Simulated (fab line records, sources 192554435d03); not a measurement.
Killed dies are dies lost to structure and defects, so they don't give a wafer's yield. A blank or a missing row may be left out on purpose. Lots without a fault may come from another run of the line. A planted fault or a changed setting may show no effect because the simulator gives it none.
fab line records | flow n5_finfet
record lots=14 wafers=39 last_day=18
route steps=1938 shown MOL_CONTACT_COAG@543 PASSIVATION@1936
lots that met no fault: from a run of the same line without faults
start_h: hours from the record's first day to the start of the lot's first wafer shown | wait_h: hours since the lot's step before | " the same as in the row above | L1.1+2: a row that stands for several wafers | - no value, or no start given | * or withheld: withheld | < > ~ a bound
route shown NAME@n: a module of which the file shows steps, and the number in the route of the first | usual: mean/standard deviation of fault-free wafers | same: alike in all rows | chamber/n: place in a boat | sites: the reading at each site | _std_site: their standard deviation | _edge_site: outer sites' mean less inner sites' | radius_mm: how far each site lies from the wafer's centre | mask NAME#n: copy n | behind: the tool/chamber that last shaped the wafer | hold: why the lot was held/for how many hours/how that ended | device: the transistor (n, p or np) that didn't switch | end of line: the same wafers' tests at the end of the route | a step without rows: its recipe alone | killed: dies lost to structure and defects at the first sort, not the wafer's yield | map: a wafer's dies, x killed, . not, _ none there
set.NAME: the setting as run; set.NAME@STEP: as run at that earlier step | model.NAME: the simulator's own value behind a step, which no gauge read
steps of the route over a sample of lots; a table a step, a row a wafer
services: from which hour (start_h, from the record's first day; less than 0 if before it) a tool's chamber was out of use, for how many hours, and why
## steps
# step N5_MOL_CONTACT_COAG_TI_SIL_19
# recipe material=Ti target_thk_a=42 temp_c=200 chamber_pressure_pa=5 power_w=5000 time_s=15
# usual throttle_valve_pct=30.1/0.6
# columns lot.wafer tool chamber start_h wait_h throttle_valve_pct
L594.3 pvd_sputter-03 - 94.70 0.2 29.6
L594.5 " - " " 29.8
L595.1 pvd_sputter-01 - 104.98 0.2 30.3
L595.2 " - " " 30.3
L595.5 " - " " 30.2
L596.1 pvd_sputter-03 - 109.04 0.2 29.8
L596.2 " - " " 29.6
L596.3 " - " " 31.6
L597.3 pvd_sputter-03 - 116.48 0.1 31.5
L597.5 " - " " 31.5
L597.6 " - " " 29.4
L598.1 pvd_sputter-02 - 126.76 0.3 31.6
L598.4 " - " " 29.8
L598.6 " - " " 30.0
L600.1 pvd_sputter-03 - 135.36 0.3 29.2
L600.2 " - " " 30.3
L600.3 " - " " 29.7
L602.2 pvd_sputter-01 - 143.81 0.2 30.1
L602.5 " - " " 29.8
L602.6 " - " " 30.2
L603.3 pvd_sputter-03 - 151.77 0.2 29.6
L603.6 " - " " 29.4
L604.1 pvd_sputter-01 - 157.08 1.9 30.0
L604.2 " - " " 29.6
L604.5 " - " " 29.8
L606.2 pvd_sputter-01 - 168.84 0.2 30.2
L606.3 " - " " 29.5
L607.2 pvd_sputter-01 - 174.65 0.2 30.3
L607.5 " - " " 30.2
L607.6 " - " " 30.0
L612.1 pvd_sputter-03 - 206.21 1.8 29.6
L612.3 " - " " 29.2
L612.5 " - " " 29.3
L614.2 pvd_sputter-03 - 215.72 0.2 29.5
L614.3 " - " " 31.4
L614.5 " - " " 29.6
L615.2 pvd_sputter-02 - 222.43 0.2 30.6
L615.4 " - " " 31.4
L615.6 " - " " 31.4
# step N5_MOL_CONTACT_COAG_CMP_28
# recipe stop_on=SiNx t_overpolish_s=0.85 post_cmp_clean=alkaline_brush down_force_psi=4.15 platen_rpm=51.8 pad_velocity_m_s=1.0307 target_thk_nm=14.522
# usual motor_current_A=12.5/1.2 slurry_filter_dp_kPa=13.51/0.14 slurry_flow_ml_min=150.0/0.55 time_to_endpoint_s=4.0/2.4
# columns lot.wafer tool chamber start_h wait_h motor_current_A slurry_filter_dp_kPa slurry_flow_ml_min time_to_endpoint_s
L594.3 cmp-03 1 100.94 0.9 12.6 13.53 148.9 8.0
L594.5 " 3 " " 13.4 13.77 149.7 2.2
L595.1 cmp-03 1 112.25 0.8 11.8 13.40 149.6 5.1
L595.2 " 3 " " 14.3 13.23 150.1 2.3
L595.5 " 1 " " 12.9 13.50 149.5 5.3
L596.3 cmp-02 1 115.65 0.8 13.5 13.97 149.0 4.9
L596.1 " 2 " " 12.4 13.44 150.8 2.1
L596.2 " 0 " " 10.7 13.51 150.6 6.4
L597.3 cmp-01 2 123.46 0.9 11.2 13.52 150.7 5.5
L597.6 " 0 " " 10.7 13.56 148.8 5.5
L597.5 " 1 " " 13.7 13.42 149.1 7.1
L598.4 cmp-01 0 138.12 0.8 10.3 13.54 149.6 8.3
L598.1 " 2 " " 11.8 13.62 149.5 7.8
L598.6 " 0 " " 10.5 13.62 149.9 7.9
L600.1 cmp-02 2 141.08 0.8 12.4 13.47 149.6 2.2
L600.3 " 3 " " 11.8 13.49 150.1 1.0
L600.2 " 0 " " 11.2 13.61 149.8 2.5
L602.2 cmp-01 0 150.88 0.9 10.2 13.30 149.5 3.8
L602.5 " 2 " " 11.2 13.33 150.9 6.0
L602.6 " 3 " " 13.9 13.48 150.8 6.6
L603.3 cmp-01 3 160.71 0.8 13.4 13.60 149.7 6.4
L603.6 " 3 " " 13.6 13.71 150.8 4.1
L604.1 cmp-01 1 163.64 0.9 14.3 13.29 149.1 6.0
L604.2 " 2 " " 10.8 13.51 150.4 5.5
L604.5 " 0 " " 10.7 13.38 150.5 5.7
L606.2 cmp-02 0 174.24 0.8 11.1 13.46 150.9 4.2
L606.3 " 2 " " 12.6 13.43 149.9 2.7
L607.2 cmp-03 2 181.87 0.9 13.3 13.63 150.5 4.5
L607.5 " 3 " " 13.5 13.15 151.1 3.9
L607.6 " 0 " " 14.2 13.41 150.3 3.7
L612.1 cmp-02 2 212.88 0.8 12.6 13.41 149.1 1.5
L612.3 " 3 " " 12.2 13.20 149.5 2.4
L612.5 " 1 " " 13.4 13.39 149.5 1.3
L614.2 cmp-01 0 221.81 0.8 10.6 13.61 151.2 3.7
L614.3 " 2 " " 10.8 13.63 150.3 6.7
L614.5 " 3 " " 14.2 13.42 150.0 5.8
L615.2 cmp-01 0 230.76 0.8 10.6 13.47 149.7 3.7
L615.4 " 3 " " 13.6 13.61 149.8 3.8
L615.6 " 1 " " 13.4 13.51 150.1 2.7
# step N5_MOL_CONTACT_COAG_ALD_123
# recipe material=SiNx target_thk_a=50 temp_c=400 ald_precursor_family=SiH2I2 ald_co_reactant=N2/H2-plasma pulse_time_s=1 purge_time_s=2 co_reactant_purge_time_s=2 ald_cycles=100 pressure_torr=2
# usual ald_cycles=100/0 heater_power_w=832/75 precursor_pulse_height_rel=1.001/0.021
# columns lot.wafer tool chamber start_h wait_h ald_cycles heater_power_w precursor_pulse_height_rel
L594.3 ald_sin-02 0 101.86 0.7 100 685 1.002
L594.5 " 3 " " 100 817 1.019
L595.1 ald_sin-03 1 112.58 0.0 100 890 1.017
L595.2 " 3 " " 100 803 1.026
L595.5 " 0 " " 100 721 0.997
L596.1 ald_sin-02 1 116.68 0.7 100 834 1.031
L596.2 " 2 " " 100 828 0.993
L596.3 " 3 " " 100 802 1.011
L597.3 ald_sin-01 1 123.72 0.0 100 776 1.049
L597.5 " 0 " " 100 867 0.980
L597.6 " 3 " " 100 936 1.016
L598.1 ald_sin-02 1 138.45 0.0 100 819 1.021
L598.4 " 2 " " 100 817 1.013
L598.6 " 3 " " 100 787 1.010
L600.1 ald_sin-01 2 141.38 0.0 100 851 0.991
L600.2 " 0 " " 100 852 0.985
L600.3 " 1 " " 100 774 0.971
L602.2 ald_sin-01 3 151.14 0.0 100 920 0.993
L602.5 " 1 " " 100 772 1.000
L602.6 " 2 " " 100 856 1.000
L603.3 ald_sin-02 3 161.00 0.0 100 820 1.005
L603.6 " 3 " " 100 816 0.997
L604.1 ald_sin-03 3 163.89 0.0 100 793 1.046
L604.2 " 1 " " 100 882 1.023
L604.5 " 3 " " 100 776 0.983
L606.2 ald_sin-03 3 174.56 0.1 100 781 1.002
L606.3 " 2 " " 100 934 1.015
L607.2 ald_sin-02 1 182.09 0.0 100 866 0.991
L607.5 " 1 " " 100 847 1.022
L607.6 " 2 " " 100 822 0.990
L612.1 ald_sin-03 0 213.17 0.0 130 734 1.013
L612.3 " 3 " " 130 795 1.013
L612.5 " 3 " " 130 793 0.961
L614.2 ald_sin-03 2 222.11 0.0 130 984 1.001
L614.3 " 3 " " 130 814 0.956
L614.5 " 3 " " 130 800 1.033
L615.2 ald_sin-01 3 231.09 0.0 100 928 1.023
L615.4 " 2 " " 100 890 0.988
L615.6 " 2 " " 100 877 0.998
# step N5_MOL_CONTACT_COAG_CD_MEAS_84
# recipe target_cd_nm=25.1 landing_energy_ev=500 detector=se_inlens polarity=opening
# usual cd_nm=25.10/0.25
# columns lot.wafer tool chamber start_h wait_h cd_nm
L594.3 cd_sem-02 0 102.82 - 24.79
L594.5 " 0 " " 24.72
L595.1 cd_sem-01 0 113.42 - 25.11
L595.2 " 0 " " 24.80
L595.5 " 0 " " 25.28
L596.1 cd_sem-01 0 117.64 - 25.20
L596.2 " 0 " " 25.17
L596.3 " 0 " " 24.96
L597.3 cd_sem-01 0 124.56 - 25.30
L597.5 " 0 " " 25.34
L597.6 " 0 " " 25.01
L598.1 cd_sem-02 0 139.29 - 25.28
L598.4 " 0 " " 25.29
L598.6 " 0 " " 25.17
L600.1 cd_sem-02 0 142.35 - 25.11
L600.2 " 0 " " 25.35
L600.3 " 0 " " 25.37
L602.2 cd_sem-01 0 151.98 - 25.01
L602.5 " 0 " " 25.32
L602.6 " 0 " " 25.08
L603.3 cd_sem-03 0 161.97 - 25.27
L603.6 " 0 " " 25.46
L604.1 cd_sem-03 0 164.73 - 25.49
L604.2 " 0 " " 25.12
L604.5 " 0 " " 25.65
L606.2 cd_sem-01 0 175.42 - 24.60
L606.3 " 0 " " 25.10
L607.2 cd_sem-01 0 183.05 - 25.19
L607.5 " 0 " " 24.80
L607.6 " 0 " " 24.99
L612.1 cd_sem-03 0 214.03 - 25.28
L612.3 " 0 " " 24.94
L612.5 " 0 " " 25.30
L614.2 cd_sem-02 0 222.95 - 25.18
L614.3 " 0 " " 25.38
L614.5 " 0 " " 25.01
L615.2 cd_sem-01 0 232.06 - 24.79
L615.4 " 0 " " 24.75
L615.6 " 0 " " 24.90
# step N5_PASSIVATION_PROBE_49
# usual defect_limited_yield=91.0/1.3 killed_at_M0_to_M3=36/9.5 killed_at_M4_up=14/5.6 killed_at_contacts=12/6.4 killed_at_front_end=40/10 killed_at_other=3.2/3 killed_dies=107/15 killed_open=69/12 killed_short=35/7.7 sort_bin_5_function=5.3/0.91 sort_bin_6_memory=3.3/0.65 sort_n_pass=1073/15 sort_yield_pct=91.0/1.3
# same gross_dies=1180 killed_at_back_side=0 sort_bin_4_leakage[%]=0 sort_bin_8_speed[%]=0
# columns lot.wafer tool chamber start_h wait_h defect_limited_yield[%] killed_at_M0_to_M3 killed_at_M4_up killed_at_contacts killed_at_front_end killed_at_other killed_dies killed_open killed_short sort_bin_5_function[%] sort_bin_6_memory[%] sort_n_pass sort_yield_pct[%]
L594.3 prober-01 - 273.09 0.1 91.6 46 12 6 35 0 99 63 36 5.8 2.3 1081 91.6
L594.5 prober-01 - 273.19 0.2 91.2 42 11 14 34 3 104 74 24 5.0 3.3 1076 91.2
L597.3 prober-02 - 291.84 0.1 92.3 28 10 8 39 6 91 68 22 4.9 2.7 1089 92.3
L597.5 prober-02 - 291.94 0.2 88.4 33 11 26 58 9 137 92 40 5.6 5.4 1043 88.4
L597.6 prober-02 - 291.99 0.3 91.0 29 13 20 39 5 106 71 33 5.4 3.3 1074 91.0
L596.1 prober-01 - 293.49 0.0 92.5 38 8 10 33 0 89 56 32 4.7 2.8 1091 92.5
L596.2 prober-01 - 293.54 0.1 89.7 55 10 11 44 2 122 72 48 6.5 3.6 1058 89.7
L596.3 prober-01 - 293.59 0.1 89.9 48 9 24 33 5 119 72 47 5.2 4.3 1061 89.9
L600.1 prober-01 - 309.29 0.0 93.0 33 10 3 30 7 83 55 28 3.9 2.7 1097 93.0
L600.2 prober-01 - 309.34 0.1 91.2 35 12 11 44 2 104 69 30 5.0 3.0 1076 91.2
L600.3 prober-01 - 309.39 0.1 92.7 19 13 13 40 1 86 61 24 3.9 3.2 1094 92.7
L598.1 prober-02 - 310.45 0.0 90.5 44 11 7 48 2 112 72 38 6.1 3.1 1068 90.5
L598.4 prober-02 - 310.60 0.2 91.6 40 11 3 44 1 99 57 41 4.5 3.4 1081 91.6
L598.6 prober-02 - 310.70 0.3 88.2 54 12 7 63 3 139 79 53 6.6 4.4 1041 88.2
L602.2 prober-02 - 333.02 0.6 90.3 41 20 16 35 2 114 72 40 5.3 4.0 1066 90.3
L602.5 prober-02 - 333.17 0.7 91.6 29 17 20 32 1 99 65 32 4.7 3.1 1081 91.6
L602.6 prober-02 - 333.22 0.8 90.1 49 11 21 35 1 117 80 36 6.7 3.1 1063 90.1
L607.2 prober-02 - 358.21 0.1 89.3 44 14 12 54 2 126 79 44 6.3 3.9 1054 89.3
L607.5 prober-02 - 358.36 0.2 89.7 62 9 6 38 6 121 70 50 5.7 4.4 1059 89.7
L607.6 prober-02 - 358.41 0.3 88.3 40 32 15 51 0 138 101 35 7.1 4.4 1042 88.3
L615.2 prober-01 - 421.63 0.1 89.7 56 12 15 38 0 121 83 35 5.7 4.2 1059 89.7
L615.4 prober-01 - 421.73 0.2 90.4 44 6 16 46 1 113 67 37 4.9 4.1 1067 90.4
L615.6 prober-01 - 421.83 0.3 91.4 31 6 13 52 0 102 64 32 5.2 2.9 1078 91.4
# killed by level:class
L594.3 BEOL_M0_SAQP:geometric_particle:short=15 FIN_SAQP:geometric_particle:open=11 STI_FIN_REVEAL:geometric_particle:open=9 BEOL_M0_SAQP:geometric_particle:open=8 BEOL_M3:geometric_particle:open=7 FIN_SAQP:geometric_particle:short=6 MOL_CONTACT_COAG:geometric_particle:open=6 BEOL_M1:geometric_particle:open=5
L594.5 MOL_CONTACT_COAG:geometric_particle:open=13 STI_FIN_REVEAL:geometric_particle:open=11 BEOL_M0_SAQP:geometric_particle:open=11 BEOL_M1:geometric_particle:open=9 BEOL_M0_SAQP:geometric_particle:short=8 BEOL_M2:geometric_particle:open=6 HKMG_FIN:area_etch=5 BEOL_M0:geometric_particle:open=4
L597.3 STI_FIN_REVEAL:geometric_particle:open=14 BEOL_M3:geometric_particle:open=8 MOL_CONTACT_COAG:geometric_particle:open=7 BEOL_M2:geometric_particle:open=7 BEOL_M4:geometric_particle:open=6 ILD0:geometric_particle:open=3 GATE_CUT:geometric_particle:short=3 GATE_CUT:geometric_particle:open=3
L597.5 STI_FIN_REVEAL:geometric_particle:open=21 MOL_CONTACT_COAG:geometric_particle:open=21 FIN_SAQP:geometric_particle:short=10 BEOL_M2:geometric_particle:open=9 BEOL_M1:geometric_particle:open=7 BEOL_M0_SAQP:geometric_particle:open=6 MOL_CONTACT_COAG:geometric_particle:short=5 HKMG_FIN:area_etch=5
L597.6 MOL_CONTACT_COAG:geometric_particle:open=18 STI_FIN_REVEAL:geometric_particle:open=9 FIN_SAQP:geometric_particle:open=8 GATE_CUT:geometric_particle:short=6 BEOL_M2:geometric_particle:open=6 BEOL_M0_SAQP:geometric_particle:open=5 BEOL_M3:geometric_particle:open=5 BEOL_M1:geometric_particle:open=4
L596.1 FIN_SAQP:geometric_particle:short=11 MOL_CONTACT_COAG:geometric_particle:open=7 BEOL_M0_SAQP:geometric_particle:open=7 BEOL_M3:geometric_particle:open=7 GATE_CUT:geometric_particle:open=6 BEOL_M2:geometric_particle:open=6 STI_FIN_REVEAL:geometric_particle:open=5 BEOL_M0_SAQP:geometric_particle:short=5
L596.2 BEOL_M0_SAQP:geometric_particle:short=17 BEOL_M0_SAQP:geometric_particle:open=13 MOL_CONTACT_COAG:geometric_particle:open=9 BEOL_M3:geometric_particle:open=9 STI_FIN_REVEAL:geometric_particle:open=8 FIN_SAQP:geometric_particle:short=7 GATE_CUT:geometric_particle:short=7 FIN_SAQP:geometric_particle:open=6
L596.3 MOL_CONTACT_COAG:geometric_particle:open=19 BEOL_M2:geometric_particle:open=15 BEOL_M0_SAQP:geometric_particle:short=9 FIN_SAQP:geometric_particle:open=8 BEOL_M0_SAQP:geometric_particle:open=6 STI_FIN_REVEAL:geometric_particle:open=5 MOL_CONTACT_COAG:geometric_particle:short=5 FIN_SAQP:geometric_particle:short=4
L600.1 BEOL_M3:geometric_particle:open=12 BEOL_M0_SAQP:geometric_particle:short=10 FIN_SAQP:geometric_particle:short=6 BEOL_M4:geometric_particle:open=6 BEOL_M0_SAQP:geometric_particle:open=5 FIN_SAQP:geometric_particle:open=4 STI_FIN_REVEAL:geometric_particle:open=4 STARTING-WAFER:geometric_particle:open=4
L600.2 BEOL_M0_SAQP:geometric_particle:open=12 MOL_CONTACT_COAG:geometric_particle:open=10 BEOL_M3:geometric_particle:open=10 FIN_SAQP:geometric_particle:open=8 FIN_SAQP:geometric_particle:short=7 BEOL_M4:geometric_particle:open=7 BEOL_M0_SAQP:geometric_particle:short=6 STI_FIN_REVEAL:geometric_particle:open=5
L600.3 FIN_SAQP:geometric_particle:open=12 MOL_CONTACT_COAG:geometric_particle:open=10 FIN_SAQP:geometric_particle:short=7 BEOL_M4:geometric_particle:open=7 DUMMY_GATE:geometric_particle:open=5 SPACER0:geometric_particle:short=5 BEOL_M0_SAQP:geometric_particle:open=5 STI_FIN_REVEAL:geometric_particle:open=4
L598.1 BEOL_M0_SAQP:geometric_particle:open=9 FIN_SAQP:geometric_particle:open=8 BEOL_M0_SAQP:geometric_particle:short=8 BEOL_M1:geometric_particle:open=8 FIN_SAQP:geometric_particle:short=7 BEOL_M4:geometric_particle:open=7 STI_FIN_REVEAL:geometric_particle:open=6 SPACER0:geometric_particle:short=6
L598.4 BEOL_M1:geometric_particle:open=11 BEOL_M0_SAQP:geometric_particle:open=9 DUMMY_GATE:geometric_particle:short=6 GATE_CUT:geometric_particle:short=6 FIN_SAQP:geometric_particle:short=5 BEOL_M0_SAQP:geometric_particle:short=5 BEOL_M3:geometric_particle:open=5 FIN_SAQP:geometric_particle:open=4
L598.6 BEOL_M0_SAQP:geometric_particle:short=18 STI_FIN_REVEAL:geometric_particle:open=15 BEOL_M0_SAQP:geometric_particle:open=10 FIN_SAQP:geometric_particle:open=9 FIN_SAQP:geometric_particle:short=8 DUMMY_GATE:geometric_particle:open=7 BEOL_M2:geometric_particle:open=7 BEOL_M1:geometric_particle:open=6
L602.2 MOL_CONTACT_COAG:geometric_particle:open=12 BEOL_M0_SAQP:geometric_particle:open=10 FIN_SAQP:geometric_particle:open=8 BEOL_M0_SAQP:geometric_particle:short=7 BEOL_M1:geometric_particle:open=7 FIN_SAQP:geometric_particle:short=6 BEOL_M2:geometric_particle:open=6 BEOL_M3:geometric_particle:open=6
L602.5 MOL_CONTACT_COAG:geometric_particle:open=19 BEOL_M3:geometric_particle:open=9 FIN_SAQP:geometric_particle:short=7 FIN_SAQP:geometric_particle:open=5 BEOL_M0_SAQP:geometric_particle:short=5 BEOL_M0_SAQP:geometric_particle:open=4 BEOL_M1:geometric_particle:open=4 BEOL_M2:geometric_particle:open=4
L602.6 MOL_CONTACT_COAG:geometric_particle:open=16 BEOL_M0_SAQP:geometric_particle:open=11 BEOL_M1:geometric_particle:open=10 STI_FIN_REVEAL:geometric_particle:open=9 BEOL_M2:geometric_particle:open=9 BEOL_M0_SAQP:geometric_particle:short=6 GATE_CUT:geometric_particle:short=5 MOL_CONTACT_COAG:geometric_particle:short=5
L607.2 BEOL_M2:geometric_particle:open=13 FIN_SAQP:geometric_particle:open=12 STI_FIN_REVEAL:geometric_particle:open=11 MOL_CONTACT_COAG:geometric_particle:open=11 FIN_SAQP:geometric_particle:short=10 BEOL_M0_SAQP:geometric_particle:short=10 BEOL_M0_SAQP:geometric_particle:open=10 BEOL_M4:geometric_particle:open=10
L607.5 BEOL_M2:geometric_particle:open=15 FIN_SAQP:geometric_particle:short=14 BEOL_M0_SAQP:geometric_particle:short=13 BEOL_M1:geometric_particle:open=10 BEOL_M0_SAQP:geometric_particle:open=7 MOL_CONTACT_COAG:geometric_particle:open=6 DUMMY_GATE:geometric_particle:open=5 BEOL_M1:geometric_particle:short=5
L607.6 BEOL_M4:geometric_particle:open=17 FIN_SAQP:geometric_particle:open=13 FIN_SAQP:geometric_particle:short=13 BEOL_M2:geometric_particle:open=12 STI_FIN_REVEAL:geometric_particle:open=11 MOL_CONTACT_COAG:geometric_particle:open=10 BEOL_M1:geometric_particle:open=10 BEOL_M3:geometric_particle:open=6
L615.2 BEOL_M0_SAQP:geometric_particle:open=17 MOL_CONTACT_COAG:geometric_particle:open=14 BEOL_M0_SAQP:geometric_particle:short=12 BEOL_M2:geometric_particle:open=10 DUMMY_GATE:geometric_particle:open=7 BEOL_M5:geometric_particle:open=7 FIN_SAQP:geometric_particle:open=6 GATE_CUT:geometric_particle:short=6
L615.4 STI_FIN_REVEAL:geometric_particle:open=15 MOL_CONTACT_COAG:geometric_particle:open=11 BEOL_M0_SAQP:geometric_particle:short=8 BEOL_M2:geometric_particle:open=7 BEOL_M0_SAQP:geometric_particle:open=7 HKMG_FIN:area_etch=7 FIN_SAQP:geometric_particle:short=6 BEOL_M1:geometric_particle:open=6
L615.6 MOL_CONTACT_COAG:geometric_particle:open=12 FIN_SAQP:geometric_particle:open=10 DUMMY_GATE:geometric_particle:open=9 BEOL_M0_SAQP:geometric_particle:short=8 FIN_SAQP:geometric_particle:short=7 BEOL_M0_SAQP:geometric_particle:open=7 BEOL_M0:geometric_particle:open=6 HKMG_FIN:area_etch=5
## services
# columns tool chamber start_h hours kind
cmp-03 - 71.24 4.3 repair
ald_sin-03 - 85.89 14.0 pm
ald_sin-03 0 85.89 14.0 vent_cycle
ald_sin-03 1 85.89 14.0 vent_cycle
ald_sin-03 2 85.89 14.0 vent_cycle
ald_sin-03 3 85.89 14.0 vent_cycle
ald_sin-01 - 95.73 5.5 repair
cmp-03 - 96.44 0.5 repair
cmp-02 - 102.12 2.7 repair
cmp-02 - 119.96 2.1 repair
cmp-02 - 135.25 4.0 pm
pvd_sputter-03 - 149.66 0.9 repair
cmp-01 - 164.50 4.3 pm
cmp-01 - 173.86 3.3 repair
ald_sin-01 - 176.75 14.0 pm
ald_sin-01 2 194.30 4.3 repair
ald_sin-02 0 197.62 23.9 repair
cmp-02 - 199.17 2.7 repair
ald_sin-03 2 204.26 4.2 repair
ald_sin-02 - 206.28 1.0 repair
cmp-03 - 222.36 9.7 pm
cmp-01 - 224.07 4.0 pm
cmp-01 - 228.07 - consumable_replace:conditioner
cmp-01 - 228.07 - consumable_replace:pad
## key
first_sign step=N5_MOL_CONTACT_COAG_ALD_123 reading=ald_cycles direction=up sigmas=99+ usual=* struck=*
effect none on later readings
met_at N5_MOL_CONTACT_COAG_ALD_123
struck_lots L612,L614
rows_end L612.1,L612.3,L612.5,L614.2,L614.3,L614.5
not_acting_at N5_MOL_CONTACT_COAG_TI_SIL_19,N5_MOL_CONTACT_COAG_CMP_28,N5_MOL_CONTACT_COAG_CD_MEAS_84
onset_between 174.56 213.17
fault kind=process_parameter_drift tool=ald_sin-03 chamber=- onset_h=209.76 steps=N5_MOL_CONTACT_COAG_ALD_123 channel=ald_cycles offset=* shape=step acts_in=* stated=*
# rows_end: these wafers met a further fault down the route, and their rows from its step on are left out
